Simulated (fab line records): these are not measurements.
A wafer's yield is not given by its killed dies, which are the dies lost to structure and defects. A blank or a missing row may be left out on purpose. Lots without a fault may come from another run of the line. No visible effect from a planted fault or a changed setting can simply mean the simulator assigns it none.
A sampling plan put to the test + flow nandHarc + one fab line, 50 faults that these records tell of, each judged on the records of the lots that it struck; 1 more is left out, because the records don't allow judging it
Plan = the line's own looks (route steps where a gauge or an inspection reads the wafer without altering it). A look can be judged if struck wafers have a number there and the file gives its usual mean and standard deviation on fault-free wafers. Caught: a look later than the fault's first step finds the struck wafers' mean 4 or more of those standard deviations (sigma) from the usual mean. On the tool: the fault's steps, tested the same way using the tool's own readings. If the struck wafers alone have a blank record, or they carry another recipe, that too counts as caught.

## THE FAULTS, as the simulator had put them in
1. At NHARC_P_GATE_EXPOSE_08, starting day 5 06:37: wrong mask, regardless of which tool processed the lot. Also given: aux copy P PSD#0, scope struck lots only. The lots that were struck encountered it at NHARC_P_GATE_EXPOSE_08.
2. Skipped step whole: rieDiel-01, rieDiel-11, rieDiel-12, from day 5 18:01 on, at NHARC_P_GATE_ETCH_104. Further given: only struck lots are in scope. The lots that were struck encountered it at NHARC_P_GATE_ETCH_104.
3. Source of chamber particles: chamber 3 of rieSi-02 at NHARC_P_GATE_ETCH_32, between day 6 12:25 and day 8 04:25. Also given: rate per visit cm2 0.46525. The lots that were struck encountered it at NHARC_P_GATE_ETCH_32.
4. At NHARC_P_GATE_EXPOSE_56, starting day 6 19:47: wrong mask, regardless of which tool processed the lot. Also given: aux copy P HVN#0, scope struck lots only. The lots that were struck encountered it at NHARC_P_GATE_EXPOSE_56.
5. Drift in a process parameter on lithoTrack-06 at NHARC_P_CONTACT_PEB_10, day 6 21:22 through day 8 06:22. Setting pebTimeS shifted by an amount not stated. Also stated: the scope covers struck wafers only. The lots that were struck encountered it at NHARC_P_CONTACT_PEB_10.
6. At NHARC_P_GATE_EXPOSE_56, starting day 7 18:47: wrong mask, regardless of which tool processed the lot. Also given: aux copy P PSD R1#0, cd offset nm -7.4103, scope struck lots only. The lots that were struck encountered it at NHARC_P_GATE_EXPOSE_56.
7. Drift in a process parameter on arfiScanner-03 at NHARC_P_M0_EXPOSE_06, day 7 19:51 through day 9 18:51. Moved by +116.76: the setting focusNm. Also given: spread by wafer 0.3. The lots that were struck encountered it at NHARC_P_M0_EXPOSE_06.
8. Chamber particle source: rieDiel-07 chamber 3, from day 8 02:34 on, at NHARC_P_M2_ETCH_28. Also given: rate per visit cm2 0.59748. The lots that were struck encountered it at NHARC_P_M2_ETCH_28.
9. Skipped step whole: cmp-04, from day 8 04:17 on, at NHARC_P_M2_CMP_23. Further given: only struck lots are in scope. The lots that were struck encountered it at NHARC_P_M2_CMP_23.
10. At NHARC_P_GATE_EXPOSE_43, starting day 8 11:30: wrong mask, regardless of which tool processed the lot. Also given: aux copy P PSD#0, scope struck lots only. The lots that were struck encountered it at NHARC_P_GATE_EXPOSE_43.
11. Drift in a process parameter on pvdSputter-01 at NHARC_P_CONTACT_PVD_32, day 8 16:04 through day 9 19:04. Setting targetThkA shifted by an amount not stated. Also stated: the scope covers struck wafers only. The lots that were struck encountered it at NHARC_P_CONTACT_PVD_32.
12. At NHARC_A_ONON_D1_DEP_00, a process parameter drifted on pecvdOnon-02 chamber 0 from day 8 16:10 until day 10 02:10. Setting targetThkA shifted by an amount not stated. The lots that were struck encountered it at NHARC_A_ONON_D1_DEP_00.
13. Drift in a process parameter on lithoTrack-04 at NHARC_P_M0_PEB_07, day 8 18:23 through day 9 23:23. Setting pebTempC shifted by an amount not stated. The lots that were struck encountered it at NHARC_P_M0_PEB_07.
14. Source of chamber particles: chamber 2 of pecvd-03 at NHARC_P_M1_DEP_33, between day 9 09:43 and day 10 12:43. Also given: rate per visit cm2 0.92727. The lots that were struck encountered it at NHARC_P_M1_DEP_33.
15. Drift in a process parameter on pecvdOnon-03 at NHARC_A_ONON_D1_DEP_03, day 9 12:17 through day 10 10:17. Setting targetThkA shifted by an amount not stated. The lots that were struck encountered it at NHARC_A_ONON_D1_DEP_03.
16. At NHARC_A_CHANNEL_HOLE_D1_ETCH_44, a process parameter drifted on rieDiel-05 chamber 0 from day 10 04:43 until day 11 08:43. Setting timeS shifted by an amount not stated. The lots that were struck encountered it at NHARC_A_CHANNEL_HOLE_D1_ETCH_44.
17. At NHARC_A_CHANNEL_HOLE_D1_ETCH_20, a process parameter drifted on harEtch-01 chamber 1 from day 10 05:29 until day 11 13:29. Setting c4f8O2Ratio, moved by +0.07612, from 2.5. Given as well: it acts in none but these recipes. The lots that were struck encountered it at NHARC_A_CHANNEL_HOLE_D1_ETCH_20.
18. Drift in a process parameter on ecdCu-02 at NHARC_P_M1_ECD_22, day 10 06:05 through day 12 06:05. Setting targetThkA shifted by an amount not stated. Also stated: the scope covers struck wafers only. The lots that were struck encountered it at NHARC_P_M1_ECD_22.
19. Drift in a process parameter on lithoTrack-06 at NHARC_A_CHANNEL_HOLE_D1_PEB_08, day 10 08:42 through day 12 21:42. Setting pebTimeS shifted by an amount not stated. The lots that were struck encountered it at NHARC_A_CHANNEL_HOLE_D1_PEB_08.
20. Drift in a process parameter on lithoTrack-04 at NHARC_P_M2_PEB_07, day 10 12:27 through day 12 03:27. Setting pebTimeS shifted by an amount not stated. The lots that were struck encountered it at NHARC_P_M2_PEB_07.
21. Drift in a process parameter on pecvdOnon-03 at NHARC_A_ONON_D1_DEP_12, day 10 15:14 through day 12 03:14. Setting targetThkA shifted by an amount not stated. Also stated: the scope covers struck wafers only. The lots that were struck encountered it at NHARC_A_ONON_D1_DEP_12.
22. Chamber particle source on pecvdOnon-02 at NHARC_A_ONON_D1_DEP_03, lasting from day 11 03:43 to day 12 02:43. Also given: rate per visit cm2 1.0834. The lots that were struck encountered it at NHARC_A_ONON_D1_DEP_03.
23. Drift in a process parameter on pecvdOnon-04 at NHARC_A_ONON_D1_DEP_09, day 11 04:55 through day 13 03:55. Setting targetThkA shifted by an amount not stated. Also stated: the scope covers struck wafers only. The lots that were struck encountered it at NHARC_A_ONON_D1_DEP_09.
24. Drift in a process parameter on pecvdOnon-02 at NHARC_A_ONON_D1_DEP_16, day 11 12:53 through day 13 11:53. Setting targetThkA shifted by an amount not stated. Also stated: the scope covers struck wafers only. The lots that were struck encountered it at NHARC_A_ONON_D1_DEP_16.
25. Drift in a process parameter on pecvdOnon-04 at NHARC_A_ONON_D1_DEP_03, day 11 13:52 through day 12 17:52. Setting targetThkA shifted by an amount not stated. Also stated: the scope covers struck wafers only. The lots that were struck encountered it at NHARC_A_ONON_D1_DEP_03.
26. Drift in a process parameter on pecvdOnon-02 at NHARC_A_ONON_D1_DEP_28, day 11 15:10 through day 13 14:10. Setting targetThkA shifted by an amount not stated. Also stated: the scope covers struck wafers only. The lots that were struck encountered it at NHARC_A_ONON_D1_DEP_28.
27. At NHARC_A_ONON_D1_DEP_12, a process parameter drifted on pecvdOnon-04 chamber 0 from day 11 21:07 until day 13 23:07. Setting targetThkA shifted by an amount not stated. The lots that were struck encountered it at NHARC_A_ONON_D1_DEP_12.
28. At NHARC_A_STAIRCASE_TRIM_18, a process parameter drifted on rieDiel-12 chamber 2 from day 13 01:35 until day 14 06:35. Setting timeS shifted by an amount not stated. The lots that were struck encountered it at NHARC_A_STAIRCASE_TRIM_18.
29. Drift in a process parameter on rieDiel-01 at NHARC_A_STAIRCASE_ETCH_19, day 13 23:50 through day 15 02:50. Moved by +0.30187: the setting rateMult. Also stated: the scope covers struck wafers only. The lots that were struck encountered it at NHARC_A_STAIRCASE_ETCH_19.
30. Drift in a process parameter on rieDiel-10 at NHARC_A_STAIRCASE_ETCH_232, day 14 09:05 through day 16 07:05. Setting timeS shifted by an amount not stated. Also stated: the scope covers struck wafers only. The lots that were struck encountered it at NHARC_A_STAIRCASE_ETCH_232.
31. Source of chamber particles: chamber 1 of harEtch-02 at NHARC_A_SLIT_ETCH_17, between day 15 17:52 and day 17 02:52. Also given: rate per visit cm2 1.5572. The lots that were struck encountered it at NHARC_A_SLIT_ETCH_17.
32. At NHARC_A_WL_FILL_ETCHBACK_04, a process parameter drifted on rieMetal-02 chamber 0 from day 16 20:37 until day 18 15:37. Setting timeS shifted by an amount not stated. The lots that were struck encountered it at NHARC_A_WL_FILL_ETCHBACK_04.
33. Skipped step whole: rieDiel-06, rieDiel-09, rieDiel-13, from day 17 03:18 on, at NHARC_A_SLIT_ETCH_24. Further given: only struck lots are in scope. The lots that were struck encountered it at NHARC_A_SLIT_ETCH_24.
34. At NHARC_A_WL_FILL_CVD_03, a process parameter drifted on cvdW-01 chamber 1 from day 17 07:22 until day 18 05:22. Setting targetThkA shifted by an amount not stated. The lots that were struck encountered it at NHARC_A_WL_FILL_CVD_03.
35. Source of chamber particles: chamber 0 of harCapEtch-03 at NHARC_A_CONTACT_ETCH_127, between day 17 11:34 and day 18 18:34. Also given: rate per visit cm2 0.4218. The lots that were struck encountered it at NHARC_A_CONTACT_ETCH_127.
36. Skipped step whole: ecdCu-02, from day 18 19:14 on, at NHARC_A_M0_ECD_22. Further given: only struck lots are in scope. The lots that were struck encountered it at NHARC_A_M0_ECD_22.
37. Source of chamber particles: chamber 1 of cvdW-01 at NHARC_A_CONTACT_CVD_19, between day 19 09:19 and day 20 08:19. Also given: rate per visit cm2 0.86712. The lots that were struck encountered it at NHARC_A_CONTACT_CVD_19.
38. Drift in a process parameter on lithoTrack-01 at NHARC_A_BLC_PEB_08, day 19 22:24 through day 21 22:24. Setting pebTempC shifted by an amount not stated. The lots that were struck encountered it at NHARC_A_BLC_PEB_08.
39. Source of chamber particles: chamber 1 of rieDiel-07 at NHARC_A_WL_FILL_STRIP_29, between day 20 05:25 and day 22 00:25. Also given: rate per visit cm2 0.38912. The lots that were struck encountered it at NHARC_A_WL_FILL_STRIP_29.
40. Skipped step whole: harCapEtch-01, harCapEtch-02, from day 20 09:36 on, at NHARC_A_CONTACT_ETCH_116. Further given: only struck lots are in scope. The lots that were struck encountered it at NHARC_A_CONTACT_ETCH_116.
41. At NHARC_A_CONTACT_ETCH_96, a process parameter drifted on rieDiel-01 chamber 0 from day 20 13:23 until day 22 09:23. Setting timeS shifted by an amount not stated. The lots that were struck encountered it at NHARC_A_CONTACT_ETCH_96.
42. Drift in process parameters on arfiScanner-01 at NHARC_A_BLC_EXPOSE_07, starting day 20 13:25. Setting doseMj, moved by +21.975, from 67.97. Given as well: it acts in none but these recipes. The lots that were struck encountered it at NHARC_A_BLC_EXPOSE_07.
43. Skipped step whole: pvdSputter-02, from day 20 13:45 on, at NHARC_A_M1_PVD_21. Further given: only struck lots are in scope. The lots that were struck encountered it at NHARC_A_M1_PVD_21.
44. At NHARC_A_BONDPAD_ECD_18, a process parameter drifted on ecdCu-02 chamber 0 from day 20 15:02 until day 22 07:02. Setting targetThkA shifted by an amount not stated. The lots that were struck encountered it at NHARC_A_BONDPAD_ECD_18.
45. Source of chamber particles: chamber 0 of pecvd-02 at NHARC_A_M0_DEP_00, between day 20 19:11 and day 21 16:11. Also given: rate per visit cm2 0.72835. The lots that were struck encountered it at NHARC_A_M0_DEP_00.
46. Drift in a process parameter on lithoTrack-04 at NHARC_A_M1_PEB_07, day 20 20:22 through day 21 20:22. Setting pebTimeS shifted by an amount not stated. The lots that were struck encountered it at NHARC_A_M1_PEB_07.
47. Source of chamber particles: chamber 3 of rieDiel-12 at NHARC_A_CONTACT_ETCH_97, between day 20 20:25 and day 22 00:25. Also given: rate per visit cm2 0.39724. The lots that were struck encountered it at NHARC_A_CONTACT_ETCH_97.
48. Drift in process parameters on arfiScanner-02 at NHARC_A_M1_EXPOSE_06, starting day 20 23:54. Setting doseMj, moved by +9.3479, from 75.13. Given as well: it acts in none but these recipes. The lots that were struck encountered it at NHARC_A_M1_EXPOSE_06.
49. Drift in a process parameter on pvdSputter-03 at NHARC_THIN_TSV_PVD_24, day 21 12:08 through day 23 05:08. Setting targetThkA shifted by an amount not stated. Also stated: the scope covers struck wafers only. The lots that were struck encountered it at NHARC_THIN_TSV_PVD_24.
50. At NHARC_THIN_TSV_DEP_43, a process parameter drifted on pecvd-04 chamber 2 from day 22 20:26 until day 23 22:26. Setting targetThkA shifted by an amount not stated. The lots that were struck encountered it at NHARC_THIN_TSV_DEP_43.

## WHAT THE PLAN SAW
| fault | on the tool itself                               | first look that catches it                      | reading, sigma                  | median hours from its first step to that look | hours from the fault's start to the first struck lot there | judged looks passed uncaught |
|-------|--------------------------------------------------|-------------------------------------------------|---------------------------------|-----------------------------------------------|------------------------------------------------------------|------------------------------|
| 1     | no reading that can be judged                    | NHARC_END_SORT_01                               | killedAtPeriphery +99 or beyond | 362.5                                         | 363                                                        | 0                            |
| 2     | the tool's record is blank for the struck wafers | NHARC_END_SORT_01                               | killedAtPeriphery +99 or beyond | 345.0                                         | 344                                                        | 0                            |
| 3     | only faintly: oesProductAu -2.8 sigma            | NHARC_END_SORT_01                               | killedAtPeriphery +14           | 346.9                                         | 357                                                        | 1                            |
| 4     | no reading that can be judged                    | NHARC_END_SORT_01                               | killedAtPeriphery +99 or beyond | 331.9                                         | 335                                                        | 0                            |
| 5     | under 2 sigma                                    | NHARC_P_CONTACT_CD_MEAS_12                      | cdNm +31                        | 0.1                                           | 1                                                          | 0                            |
| 6     | no reading that can be judged                    | NHARC_P_GATE_CD_MEAS_59                         | cdNm -5.9                       | 0.2                                           | 6                                                          | 0                            |
| 7     | exposureDoseMJCm2 +43 sigma                      | NHARC_P_M0_CD_MEAS_09                           | cdNm -26                        | 0.1                                           | 30                                                         | 0                            |
| 8     | under 2 sigma                                    | NHARC_END_SORT_01                               | killedAtPeriphery +23           | 315.0                                         | 320                                                        | 1                            |
| 9     | the tool's record is blank for the struck wafers | NHARC_P_M2_THK_MEAS_24                          | thkNm +99 or beyond             | 0.3                                           | 5                                                          | 0                            |
| 10    | no reading that can be judged                    | NHARC_END_SORT_01                               | killedAtPeriphery +99 or beyond | 348.5                                         | 345                                                        | 0                            |
| 11    | under 2 sigma                                    | none of the 5 looks that can be judged after it | -                               | -                                             | -                                                          | 5                            |
| 12    | under 2 sigma                                    | NHARC_A_ONON_D1_THK_MEAS_02                     | thkNm -45                       | 0.5                                           | 3                                                          | 0                            |
| 13    | plateTempC +34 sigma                             | NHARC_P_M0_CD_MEAS_09                           | cdNm +21                        | 0.1                                           | 6                                                          | 0                            |
| 14    | under 2 sigma                                    | NHARC_P_M2_INSPECT_11                           | rawDefectCount +99 or beyond    | 1.6                                           | 1                                                          | 0                            |
| 15    | under 2 sigma                                    | NHARC_A_ONON_D1_THK_MEAS_05                     | thkNm -63                       | 0.5                                           | 8                                                          | 0                            |
| 16    | runLengthS -13 sigma                             | NHARC_END_SORT_01                               | killedAtArray +25               | 252.5                                         | 280                                                        | 0                            |
| 17    | under 2 sigma                                    | not the one look that can be judged after it    | -                               | -                                             | -                                                          | 1                            |
| 18    | no reading that can be judged                    | no look after it can be judged                  | -                               | -                                             | -                                                          | 0                            |
| 19    | under 2 sigma                                    | NHARC_A_CHANNEL_HOLE_D1_CD_MEAS_10              | cdNm +28                        | 0.1                                           | 2                                                          | 0                            |
| 20    | heaterPowerTotalW +59 sigma                      | NHARC_P_M2_CD_MEAS_09                           | cdNm -16                        | 0.1                                           | 3                                                          | 0                            |
| 21    | under 2 sigma                                    | NHARC_A_ONON_D1_THK_MEAS_14                     | thkNm -41                       | 0.5                                           | 6                                                          | 0                            |
| 22    | no reading that can be judged                    | NHARC_END_SORT_01                               | killedAtArray +8.7              | 286.6                                         | 295                                                        | 1                            |
| 23    | no reading that can be judged                    | NHARC_A_ONON_D1_THK_MEAS_11                     | thkNm -39                       | 0.5                                           | 9                                                          | 0                            |
| 24    | no reading that can be judged                    | NHARC_A_ONON_D1_THK_MEAS_18                     | thkNm -48                       | 0.5                                           | 9                                                          | 0                            |
| 25    | under 2 sigma                                    | NHARC_A_ONON_D1_THK_MEAS_05                     | thkNm -57                       | 0.5                                           | 2                                                          | 0                            |
| 26    | no reading that can be judged                    | NHARC_A_ONON_D1_THK_MEAS_30                     | thkNm -40                       | 0.4                                           | 9                                                          | 0                            |
| 27    | no reading that can be judged                    | NHARC_A_ONON_D1_THK_MEAS_14                     | thkNm +64                       | 0.5                                           | 4                                                          | 0                            |
| 28    | runLengthS -99 or beyond sigma                   | NHARC_END_SORT_01                               | killedAtArray +45               | 197.6                                         | 208                                                        | 0                            |
| 29    | oesProductAu +16 sigma                           | NHARC_END_SORT_01                               | killedAtArray +87               | 208.5                                         | 208                                                        | 0                            |
| 30    | runLengthS +32 sigma                             | NHARC_END_SORT_01                               | killedAtArray +73               | 197.5                                         | 198                                                        | 0                            |
| 31    | under 2 sigma                                    | NHARC_A_SIN_REMOVE_INSPECT_04                   | rawDefectCount +11              | 10.0                                          | 19                                                         | 0                            |
| 32    | runLengthS -95 sigma                             | NHARC_END_SORT_01                               | killedAtArray +85               | 101.2                                         | 120                                                        | 0                            |
| 33    | the tool's record is blank for the struck wafers | NHARC_END_SORT_01                               | killedAtArray +87               | 125.3                                         | 131                                                        | 0                            |
| 34    | under 2 sigma                                    | NHARC_END_SORT_01                               | killedAtArray +60               | 99.4                                          | 98                                                         | 0                            |
| 35    | no reading that can be judged                    | NHARC_END_SORT_01                               | killedAtArray +9.0              | 73.1                                          | 78                                                         | 0                            |
| 36    | the tool's record is blank for the struck wafers | NHARC_A_M0_THK_MEAS_24                          | thkNm -55                       | 1.1                                           | 8                                                          | 0                            |
| 37    | under 2 sigma                                    | NHARC_END_SORT_01                               | killedAtArray +6.1              | 49.0                                          | 48                                                         | 2                            |
| 38    | plateTempC -20 sigma                             | NHARC_A_BLC_CD_MEAS_10                          | cdNm -19                        | 0.1                                           | 12                                                         | 0                            |
| 39    | under 2 sigma                                    | NHARC_END_SORT_01                               | killedAtArray +6.8              | 85.3                                          | 119                                                        | 1                            |
| 40    | the tool's record is blank for the struck wafers | NHARC_END_SORT_01                               | killedAtArray +87               | 83.6                                          | 81                                                         | 0                            |
| 41    | runLengthS -7.5 sigma                            | NHARC_END_SORT_01                               | killedAtArray +85               | 73.4                                          | 78                                                         | 0                            |
| 42    | exposureDoseMJCm2 +99 or beyond sigma            | NHARC_A_BLC_CD_MEAS_10                          | cdNm +25                        | 0.1                                           | 3                                                          | 0                            |
| 43    | the tool's record is blank for the struck wafers | NHARC_END_SORT_01                               | sort_bin_2_pct +99 or beyond    | 44.7                                          | 48                                                         | 0                            |
| 44    | no reading that can be judged                    | NHARC_END_SORT_01                               | sort_bin_2_pct +99 or beyond    | 33.6                                          | 57                                                         | 0                            |
| 45    | under 2 sigma                                    | NHARC_A_M0_INSPECT_11                           | rawDefectCount +40              | 1.0                                           | 5                                                          | 0                            |
| 46    | heaterPowerTotalW +38 sigma                      | NHARC_A_M1_CD_MEAS_09                           | cdNm -16                        | 0.1                                           | 1                                                          | 0                            |
| 47    | under 2 sigma                                    | NHARC_END_SORT_01                               | killedAtArray +9.4              | 68.7                                          | 71                                                         | 1                            |
| 48    | exposureDoseMJCm2 +99 or beyond sigma            | NHARC_A_M1_CD_MEAS_09                           | cdNm +16                        | 0.1                                           | 4                                                          | 0                            |
| 49    | no reading that can be judged                    | NHARC_END_SORT_01                               | killedAtOther +99 or beyond     | 18.3                                          | 26                                                         | 0                            |
| 50    | under 2 sigma                                    | NHARC_END_SORT_01                               | killedAtOther +99 or beyond     | 28.3                                          | 14                                                         | 0                            |
A dash: this means the fault isn't caught or the number doesn't appear in these records.

Caught at a look: 47 of 50. Caught on the tool: 19 of 50. By one or the other: 47 of 50.
Caught at a look alone: faults 1, 3, 4, 5, 6, 8, 10, 12, 14, 15, 19, 21, 22, 23, 24, 25, 26, 27, 31, 34, 35, 37, 39, 44, 45, 47, 49, 50.
Caught by neither: faults 11, 17, 18.

## THINNER SAMPLING
Were the look that catches a fault to measure just every second or every third lot (counted by lot number), the first struck lot would, at worst, be measured this late:
| fault | struck lots at that look, in order of time | every lot | every second lot | every third lot |
|-------|--------------------------------------------|-----------|------------------|-----------------|
| 1     | L319                                       | 363 h     | may miss it      | may miss it     |
| 2     | L814, L813, L815                           | 344 h     | 345 h            | 351 h           |
| 3     | L286                                       | 357 h     | may miss it      | may miss it     |
| 4     | L756                                       | 335 h     | may miss it      | may miss it     |
| 5     | L227, L231                                 | 1 h       | may miss all 2   | may miss all 2  |
| 6     | L390                                       | 6 h       | may miss it      | may miss it     |
| 7     | L329                                       | 30 h      | may miss it      | may miss it     |
| 8     | L118                                       | 320 h     | may miss it      | may miss it     |
| 9     | L362, L361                                 | 5 h       | 10 h             | may miss all 2  |
| 10    | L512                                       | 345 h     | may miss it      | may miss it     |
| 12    | L911, L913                                 | 3 h       | may miss all 2   | may miss all 2  |
| 13    | L920, L922                                 | 6 h       | may miss all 2   | may miss all 2  |
| 14    | L563, L564                                 | 1 h       | 2 h              | may miss all 2  |
| 15    | L833, L835                                 | 8 h       | may miss all 2   | may miss all 2  |
| 16    | L701                                       | 280 h     | may miss it      | may miss it     |
| 19    | L432, L436                                 | 2 h       | may miss all 2   | may miss all 2  |
| 20    | L706, L708                                 | 3 h       | may miss all 2   | may miss all 2  |
| 21    | L664, L662, L669                           | 6 h       | 34 h             | 34 h            |
| 22    | L542, L540, L544                           | 295 h     | may miss all 3   | 303 h           |
| 23    | L281, L283, L284                           | 9 h       | 20 h             | may miss all 3  |
| 24    | L132, L133, L137                           | 9 h       | 12 h             | 34 h            |
| 25    | L597, L599, L603                           | 2 h       | may miss all 3   | may miss all 3  |
| 26    | L585, L586, L591                           | 9 h       | 12 h             | may miss all 3  |
| 27    | L540, L543                                 | 4 h       | 22 h             | may miss all 2  |
| 28    | L517                                       | 208 h     | may miss it      | may miss it     |
| 29    | L726, L727                                 | 208 h     | 209 h            | may miss all 2  |
| 30    | L224, L227, L229                           | 198 h     | 219 h            | may miss all 3  |
| 31    | L271, L273, L272, L274                     | 19 h      | 29 h             | 29 h            |
| 32    | L380, L383                                 | 120 h     | 137 h            | may miss all 2  |
| 33    | L517, L518, L516                           | 131 h     | 131 h            | 138 h           |
| 34    | L499, L498, L500                           | 98 h      | 101 h            | 110 h           |
| 35    | L683, L680                                 | 78 h      | 82 h             | may miss all 2  |
| 36    | L987, L988                                 | 8 h       | 22 h             | may miss all 2  |
| 37    | L966, L965                                 | 48 h      | 49 h             | may miss all 2  |
| 38    | L464, L467                                 | 12 h      | 40 h             | may miss all 2  |
| 39    | L242                                       | 119 h     | may miss it      | may miss it     |
| 40    | L295, L294                                 | 81 h      | 89 h             | may miss all 2  |
| 41    | L101                                       | 78 h      | may miss it      | may miss it     |
| 42    | L114, L118, L117, L115                     | 3 h       | 21 h             | may miss all 4  |
| 43    | L671, L670                                 | 48 h      | 55 h             | may miss all 2  |
| 44    | L287, L292                                 | 57 h      | 67 h             | may miss all 2  |
| 45    | L253, L255                                 | 5 h       | may miss all 2   | may miss all 2  |
| 46    | L832, L837                                 | 1 h       | 22 h             | may miss all 2  |
| 47    | L427, L430                                 | 71 h      | 82 h             | may miss all 2  |
| 48    | L883, L888                                 | 4 h       | 39 h             | may miss all 2  |
| 49    | L297, L296                                 | 26 h      | 33 h             | may miss all 2  |
| 50    | L874, L872                                 | 14 h      | may miss all 2   | may miss all 2  |
Hours count from the start of the fault until the first struck lot that is measured. Since the struck wafers were tested as one group against 4 sigma, a single lot by itself may lie under the limit. Other struck lots may not be in these records.

## THE LONGEST TIMED WAY FROM STEP TO LOOK
In fault 1, a median of 362.5 hours elapses between NHARC_P_GATE_EXPOSE_08 and NHARC_END_SORT_01. No look between them can be judged.
